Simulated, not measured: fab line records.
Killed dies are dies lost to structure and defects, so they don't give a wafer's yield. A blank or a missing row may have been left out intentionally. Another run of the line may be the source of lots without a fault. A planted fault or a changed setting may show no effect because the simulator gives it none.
A lot that was struck, set against a sound lot | flow n5Finfet | 15 out of 1938 route steps
Sound: wafers L110.2, L110.3, L110.6. Struck: wafer L118.4. (L118.1, L118.3 of the same lot were not struck and are left out.) The cause comes at the end.
Per side, at each step with rows, come the tool, then ch with its chambers, and then its first start. Under that, the readings that differ: sound wafers | struck wafers | difference of the means | sigmas: that difference in standard deviations of wafers without a fault.
alike: a reading whose means differ by less than 2 such deviations, as well as words and numbers matching on both sides. not compared: withheld readings; readings where some wafer has no value; bounds like >300 that might hide an equal value; numbers whose values overlap and for which the record gives no deviation.
A row with sigmas, a row that says differs or no value, or rows on one side alone: a step with any of these is where the two part. When numbers do not overlap yet have no deviation, they are printed without sigmas and do not part them. A reading that every wafer of one side lacks parts them only if that side has two wafers or more.

first, 3 steps without rows for these wafers: N5_SD_EPI_P_PRECLEAN_32 (cleans in dHF, time 10 s); N5_SD_EPI_P_PRECLEAN_33 (cleans in SC2, time 45 s); N5_SD_EPI_P_SRD_25 (time 30 s).
N5_SD_EPI_P_INSPECT_26: inspects for defects (darkfield).
  sound on defectInspect-01, day 5 04:43; struck on defectInspect-01, day 7 04:14
  alike: rawDefectCount
N5_SD_ACTIVATION_RTA_00: time 0 s.
  sound on rtpAnneal-01 ch 0, day 5 05:13; struck on rtpAnneal-02 ch 0, day 7 04:23
  alike: lampPowerPct, wafer_temp_C_max
N5_SD_ACTIVATION_LSA_01: time 0.0008 s.
  sound on laserAnneal-01 ch 0, day 5 05:25; struck on laserAnneal-01 ch 0, day 7 04:35
  alike: wafer_temp_C_max
N5_SD_ACTIVATION_RS_MEAS_03: measures by four-point-probe.
  sound on filmMetro-01, day 5 05:37; struck on filmMetro-01, day 7 04:47
reading          | sound          | struck | difference | sigmas
RS_SD_P (ohm/sq) | 58.3 57.9 58.1 | 55.1   | -3.0       | -3
  alike: RS_SD_N
N5_SD_ACTIVATION_INSPECT_02: inspects for defects (darkfield).
  sound on defectInspect-01, day 5 05:55; struck on defectInspect-01, day 7 05:07
  alike: rawDefectCount
N5_ILD0_LINER_00: material SiNx, target thk 4 nm, pulse time 1 s, purge time 2 s.
  sound on aldSin-04 ch 0,3, day 5 05:57; struck on aldSin-04 ch 0, day 7 05:08
reading          | sound       | struck | difference | sigmas
heaterPowerW (W) | 716 956 719 | 957    | +160       | +2
  alike: precursorPulseHeightRel
then, 2 steps without rows for these wafers: N5_ILD0_FCVD_FILL_01 (material SiO2 flowable, target thk 200 nm, time 328.3 s); N5_ILD0_CURE_02 (time 1800 s).
N5_ILD0_CMP_03: polishes, stops on SiNx, t overpolish 1.9 s, target thk 197.38 nm.
  sound on cmp-03 ch 0,2, day 5 09:43; struck on cmp-02 ch 1, day 7 07:31
reading           | sound             | struck | difference | sigmas
motorCurrentA (A) | 12.6 11.3 12.2    | 16.3   | +4.3       | +3
platenRpm (rpm)   | 51.84 51.82 51.84 | 49.66  | -2.17      | -59
  alike: overpolishRunS, timeToEndpointS
N5_ILD0_THK_MEAS_04:
  sound on filmMetro-02, day 5 09:58; struck on filmMetro-02, day 7 07:48
  alike: thkNm
-- the record jumps here: 6 days lie between the struck wafers' starts before and after (it left off in module ILD0 and takes up again in module BEOL_M4, whose first step shown is number 1111 of the route) --
N5_BEOL_M4_RC_MEAS_101:
  sound on prober-01 ch 0, day 11 04:07; struck on prober-02 ch 0, day 12 21:41
  alike: DIBL_N, DIBL_P, IOFF_N, IOFF_P, ION_N, ION_P, SS_N, SS_P, VT_N, VT_P
-- a jump in the record: the struck wafers' starts before and after are 4 days apart (it breaks off in module BEOL_M4 and resumes in module PASSIVATION, where the first step shown is number 1936 of the route) --
N5_PASSIVATION_PROBE_49:
  the record has rows for the struck wafers here (prober-01, day 17 00:09) and none for the sound ones

WHERE THEY PART
Earliest at N5_SD_ACTIVATION_RS_MEAS_03; latest, in this record, at N5_PASSIVATION_PROBE_49.

WHY: the cause the simulator had injected
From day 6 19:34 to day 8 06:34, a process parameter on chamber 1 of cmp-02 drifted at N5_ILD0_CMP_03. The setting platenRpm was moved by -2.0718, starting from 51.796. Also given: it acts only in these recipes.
